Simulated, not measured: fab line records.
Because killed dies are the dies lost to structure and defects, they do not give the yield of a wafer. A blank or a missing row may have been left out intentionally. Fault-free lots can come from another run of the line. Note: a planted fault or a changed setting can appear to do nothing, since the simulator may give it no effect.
A struck lot beside a sound one ; flow n5Finfet ; 37 steps out of a route of 1938
Sound: these wafers, L853.1, L853.3, L853.5. The struck wafers were L843.1, L843.4, L843.5. Last of all comes the cause.
Order at every step that has rows: each side's tool, ch and its chambers, its first start. Under that, the readings that differ: sound wafers ; struck wafers ; difference of the means ; sigmas: that difference in standard deviations of wafers without a fault.
alike: same words and numbers on both sides, and readings whose means sit less than 2 such deviations apart. not compared: any withheld reading, any reading some wafer has no value for, any bound like >300 that may hide the same value, and any number with overlapping values for which the record gives no deviation.
A row with sigmas, a row that says differs or no value, or rows on one side alone: a step with any of these is where the two part. Numbers that have no deviation but don't overlap get no sigmas and don't part them. A reading that every wafer of one side lacks parts them only if that side has two wafers or more.

first, 9 steps without rows for these wafers: N5_HKMG_FIN_EBR_45; N5_HKMG_FIN_SOFTBAKE_44 (time 60 s); N5_HKMG_FIN_EXPOSE_46 (exposes mask NDIPOLE); N5_HKMG_FIN_PEB_47 (peb time 60 s); N5_HKMG_FIN_DEVELOP_48 (develop time 30 s); N5_HKMG_FIN_DESCUM_53 (chemistry O2, time 7.9 s); N5_HKMG_FIN_ETCH_54 (etches SiARC in CF4, target depth 45.5 nm, time 75.8 s); N5_HKMG_FIN_ETCH_55 (etches SOC in N2/H2, target depth 240 nm, time 300 s); N5_HKMG_FIN_STRIP_56 (strips in N2/H2).
N5_HKMG_FIN_STRIP_57: strips in CF4.
  sound on rieDiel-04 ch 1,3, day 8 01:38; struck on rieDiel-04 ch 1,2, day 5 11:08
  no value came back on the struck wafers for any of 8 readings (biasPowerW (W), cf4FlowSccm (sccm) and others); on the sound wafers biasPowerW (W) reads 75.05 75.08 75.09
reading;sound;struck;difference;sigmas
model.SiARC_of_HKMG_FIN_COAT_42.thkNm (nm);0 0 0;21.6 21.6 21.4;+21.5;
  not compared: rfHoursCounterH
then, 3 steps without rows for these wafers: N5_HKMG_FIN_ETCH_58 (etches SOC in N2/H2, target depth 215.8 nm, time 741 s); N5_HKMG_FIN_STRIP_93 (strips SOC in N2/H2, time 20 s); N5_HKMG_FIN_WET_ETCH_76 (etches Al2O3 in dNH4OH, stops on La2O3, target depth 2.25 nm, rinse time 30 s).
N5_HKMG_FIN_STRIP_60: strips in N2/H2, time 360 s.
  sound on plasmaAsher-02 ch 0,1, day 8 02:13; struck on plasmaAsher-02 ch 0, day 5 11:44
reading;sound;struck;difference;sigmas
model.SOC_of_HKMG_FIN_COAT_41.thkNm (nm);0 0 0;78.8 78.8 77.8;+78.5;
  alike: drypumpMotorCurrentA, h2FlowSccm, heaterPowerW
  not compared: rfHoursCounterH
then, 19 steps without rows for these wafers: N5_HKMG_FIN_WET_ETCH_77 (etches La2O3 in dHCl, stops on HfO2, target depth 2 nm); N5_HKMG_FIN_WET_ETCH_78 (etches Al2O3 in dNH4OH, stops on La2O3, target depth 4.5 nm, rinse time 30 s); N5_HKMG_FIN_ALD_79 (deposits TiN, target thk 1.5 nm, pulse time 1 s, purge time 3 s); N5_HKMG_FIN_CVD_62 (deposits a-Si from Si2H6, target thk 3 nm, time 20.8 s); N5_HKMG_FIN_RTA_80 (time 2 s); N5_HKMG_FIN_PRECLEAN_64 (cleans in dHF, time 30 s); N5_HKMG_FIN_WET_ETCH_65 (etches a-Si in TMAH, stops on TiN, time 49 s, target depth 3 nm); N5_HKMG_FIN_WET_ETCH_81 (etches TiN in SC1, stops on HfO2, time 57 s, target depth 6 nm); N5_HKMG_FIN_WET_ETCH_82 (etches La2O3 in dHCl, stops on HfO2, target depth 2 nm, rinse time 30 s); N5_HKMG_FIN_ALD_36 (deposits TiN, target thk 1 nm, pulse time 1 s, purge time 3 s); N5_HKMG_FIN_PWFM_ALD_03 (deposits TiN, target thk 2 nm, pulse time 1 s, purge time 3 s); N5_HKMG_FIN_COAT_29 (time 60 s, resist thk 300 nm); N5_HKMG_FIN_COAT_30 (time 60 s, resist thk 35 nm); N5_HKMG_FIN_COAT_06 (resist thk 90 nm); N5_HKMG_FIN_EBR_08; N5_HKMG_FIN_SOFTBAKE_07 (time 60 s); N5_HKMG_FIN_EXPOSE_09 (exposes mask NWFM); N5_HKMG_FIN_PEB_10 (peb time 60 s); N5_HKMG_FIN_DEVELOP_11 (develop time 30 s).
N5_HKMG_FIN_INSPECT_14: inspects for defects (macro).
  sound on defectInspect-02 at day 8 04:34; struck on defectInspect-02 at day 5 14:16
reading;sound;struck;difference;sigmas
rawDefectCount;2 1 1;25 18 19;+19;+15
then, 1 step without rows for these wafers: N5_HKMG_FIN_DESCUM_17 (chemistry O2, time 7.9 s).
N5_BEOL_M4_RC_MEAS_101:
  the record has rows for the sound wafers here (prober-01 ch 0, day 12 03:27) and none for the struck ones
-- record jumps: 8 days separate the struck wafers' starts on either side; left off in module BEOL_M4, taken up again in module PASSIVATION, whose first shown step is the route's number 1936 --
N5_PASSIVATION_PROBE_49:
  sound on prober-02 at day 16 02:26; struck on prober-01 at day 13 12:43
reading;sound;struck;difference;sigmas
killedAtFrontEnd;46 39 47;1112 1120 1135;+1078;+90
killedDies;101 95 125;1180 1180 1180;+1073;+67
killedOnRim;11 12 15;152 152 152;+139;+35
  alike: killed_at_M0_to_M3, killed_at_M4_up, killedAtContacts, killedAtOther, killedOpen, killedShort

== WHERE THEY PART ==
First at N5_HKMG_FIN_STRIP_57; last, within this record, at N5_PASSIVATION_PROBE_49.

WHY: whatever the simulator had introduced
At N5_HKMG_FIN_STRIP_57, the step was skipped entirely on rieDiel-04 from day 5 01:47 on. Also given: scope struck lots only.
